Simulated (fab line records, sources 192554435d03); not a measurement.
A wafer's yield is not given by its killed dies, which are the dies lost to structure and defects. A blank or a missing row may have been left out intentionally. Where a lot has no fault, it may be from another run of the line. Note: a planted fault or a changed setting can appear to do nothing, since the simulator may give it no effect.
Matching of chambers ; flow n5_finfet ; N5_FIN_SAQP_ALD_61 on ald_sin-03 has 4 sister chambers
The step deposits SiO2, target thk 4 nm, pulse time 1 s, purge time 2 s. 4 wafers are shown with their chamber, then 12 later ones without.

== WAFERS WITH THEIR CHAMBER ==
wafer;chamber;heater_power_w (W)
L088.6;3;499
L091.4;0;432
L092.2;2;565
L092.3;1;435

== WAFERS WITHOUT THEIR CHAMBER ==
wafer;heater_power_w (W)
L094.1;449
L094.4;439
L094.5;543
L095.2;452
L095.5;512
L095.6;556
L096.2;516
L096.4;441
L096.5;548
L097.3;452
L097.4;497
L097.5;447

== CHAMBER TAKEN BY EACH ==
wafer;from the rows above;in truth
L094.1;can't be placed: 1 or 0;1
L094.4;can't be placed: 1 or 0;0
L094.5;can't be placed: 2 or 3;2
L095.2;can't be placed: 1 or 0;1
L095.5;3;3
L095.6;2;2
L096.2;3;3
L096.4;can't be placed: 1 or 0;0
L096.5;2;2
L097.3;can't be placed: 1 or 0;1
L097.4;3;3
L097.5;can't be placed: 1 or 0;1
Correct placement for 5 of the 12. These rows do not allow placing 7 (true chamber among the candidates in 7). 0 placed wrongly.
How it was worked out, from the rows above alone: a wafer's distance from a chamber is the root of the sum, over the readings, of the square of ((its reading less the chamber's mean) divided by the reading's scatter). If the next closest chamber is less than 2 further off than the closest, the wafer can't be placed; otherwise it belongs to the closest. The mean given for a chamber averages the wafers shown for that chamber. The scatter (one wafer shown for each chamber): square how far every hidden wafer sits from the nearest shown wafer, average those squares and take the square root.
